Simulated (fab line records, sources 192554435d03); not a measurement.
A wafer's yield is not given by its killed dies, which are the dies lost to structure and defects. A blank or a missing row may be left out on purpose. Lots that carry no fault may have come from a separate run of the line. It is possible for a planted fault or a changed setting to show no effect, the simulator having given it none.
Struck lot and sound lot, side by side | flow n5Finfet | 36 steps out of a route of 1938
Sound: these wafers, L965.1, L965.2, L965.6. Wafers struck: L971.2, L971.3, L971.6. The cause is given at the end.
Each step with rows lists, per side, the tool, then ch with its chambers, then its first start. Under that, the readings that differ: sound wafers | struck wafers | difference of the means | sigmas: that difference in standard deviations of wafers without a fault.
alike: words and numbers the same on both sides, and readings whose means are apart by under 2 such deviations; not compared: readings that were withheld, readings missing a value for some wafer, numbers with overlapping values and no deviation given by the record, and bounds like >300 which may hide the same value.
Wherever a step has rows on one side only, a row that says differs or no value, or a row with sigmas, the two part there. When numbers do not overlap yet have no deviation, they are printed without sigmas and do not part them. Lack of a reading on every wafer of one side parts them only where that side has two or more wafers.

first, 9 steps without rows for these wafers: N5_BEOL_M4_ANNEAL_95 (time 240 s); N5_BEOL_M4_SPUTTER_96 (material Cu, target thk 4.5 nm, time 8.29 s); N5_BEOL_M4_ECD_50 (material Cu, target thk 300 nm); N5_BEOL_M4_ANNEAL_51 (time 90 s); N5_BEOL_M4_CMP_52 (polishes, stops on SiOC, t overpolish 6.8 s, target thk 40 nm); N5_BEOL_M4_PRE_CLEAN_60 (time 15 s); N5_BEOL_M4_CO_CAP_55 (material Co, precursor CCTBA/H2, target thk 2 nm, time 102.1 s); N5_BEOL_M4_PRE_CLEAN_56 (time 15 s); N5_BEOL_M4_DEP_57 (deposits SiCN from 3MS/NH3, target thk 8 nm, time 14 s).
N5_BEOL_M4_RC_MEAS_101:
  sound on prober-02 ch 0, day 11 16:21; struck on prober-02 ch 0, day 13 01:46
reading   | sound          | struck         | difference | sigmas
VT_P (mV) | -255 -257 -253 | -243 -246 -247 | +10        | +2
  alike: DIBL_N, DIBL_P, IOFF_N, IOFF_P, ION_N, ION_P, SS_N, SS_P, VT_N
then, 24 steps without rows for these wafers: N5_BEOL_M5_ILD_DEP_00 (deposits SiCOH lowk from DEMS/porogen, target thk 140.64 nm, time 25.9 s); N5_BEOL_M5_CURE_79 (cures SiCOH lowk, time 240 s); N5_BEOL_M5_PECVD_70 (deposits SiO2 from TEOS/O2, target thk 16 nm, time 18 s); N5_BEOL_M5_HM_DEP_02 (deposits TiN, target thk 20 nm); N5_BEOL_M5_COAT_59 (time 60 s, resist thk 60 nm); N5_BEOL_M5_COAT_60 (time 60 s, resist thk 12 nm); N5_BEOL_M5_COAT_71 (time 60 s, resist thk 5 nm); N5_BEOL_M5_COAT_05 (resist thk 30 nm); N5_BEOL_M5_EBR_07; N5_BEOL_M5_SOFTBAKE_06 (time 60 s); N5_BEOL_M5_EXPOSE_08 (exposes mask M5, target cd 28 nm); N5_BEOL_M5_PEB_09 (peb time 60 s); N5_BEOL_M5_DEVELOP_10 (develop time 30 s); N5_BEOL_M5_DESCUM_16 (chemistry O2, time 7 s); N5_BEOL_M5_ETCH_72 (etches underlayer in N2/H2, target depth 6.5 nm, time 5.2 s); N5_BEOL_M5_ETCH_61 (etches SiARC in CF4, target depth 15.6 nm, time 26 s); N5_BEOL_M5_ETCH_62 (etches SOC in N2/H2, target depth 75 nm, overetch 15 nm, time 112.5 s); N5_BEOL_M5_STRIP_63 (strips in N2/H2); N5_BEOL_M5_STRIP_73 (strips in N2/H2); N5_BEOL_M5_STRIP_64 (strips in CF4); N5_BEOL_M5_HM_OPEN_17 (chemistry Cl2/BCl3, target TiN, target depth 20 nm, overetch 6 nm); N5_BEOL_M5_STRIP_19 (strips in O2); N5_BEOL_M5_COAT_65 (time 60 s, resist thk 60 nm); N5_BEOL_M5_COAT_66 (time 60 s, resist thk 12 nm).
-- a jump in the record: the struck wafers' starts before and after are 4 days apart (it breaks off in module BEOL_M5 and resumes in module MIM_TOP, where the first step shown is number 1838 of the route) --
N5_MIM_TOP_SPUTTER_03: material TiN, target thk 35 nm, time 89.7 s.
  sound on pvdSputter-02 at day 15 15:31; struck on pvdSputter-02 at day 17 12:17
  no value came back on the struck wafers for cathodeDcPowerW (W), chamberPressurePa (Pa), throttleValvePct (%), timeS (s); on the sound wafers cathodeDcPowerW (W) reads 2999.5 3000.3 3000.1
N5_PASSIVATION_PROBE_49:
  sound on prober-02 at day 16 01:09; struck on prober-01 at day 17 22:13
reading                 | sound          | struck         | difference | sigmas
defectLimitedYield (%)  | 91.9 91.1 90.2 | 0 0 0          | -91        | -61
killedAtOther           | 1 0 1          | 1090 1098 1090 | +1092      | +99 or more
killedDies              | 96 105 116     | 1180 1180 1180 | +1074      | +60
killedOnRim             | 14 17 14       | 152 152 152    | +137       | +31
sort_bin_5_function (%) | 4.7 5.3 6.1    | 96.9 96.9 96.6 | +91.4      | +91
sortNPass               | 1084 1075 1064 | 0 0 0          | -1074      | -49
  alike: killed_at_M0_to_M3, killed_at_M4_up, killedAtContacts, killedAtFrontEnd, killedOpen, killedShort, sort_bin_6_memory, sort_bin_8_speed

== WHERE THEY PART ==
Last at N5_PASSIVATION_PROBE_49 as far as this record goes, first at N5_BEOL_M4_RC_MEAS_101.

WHY: what the simulator had put in
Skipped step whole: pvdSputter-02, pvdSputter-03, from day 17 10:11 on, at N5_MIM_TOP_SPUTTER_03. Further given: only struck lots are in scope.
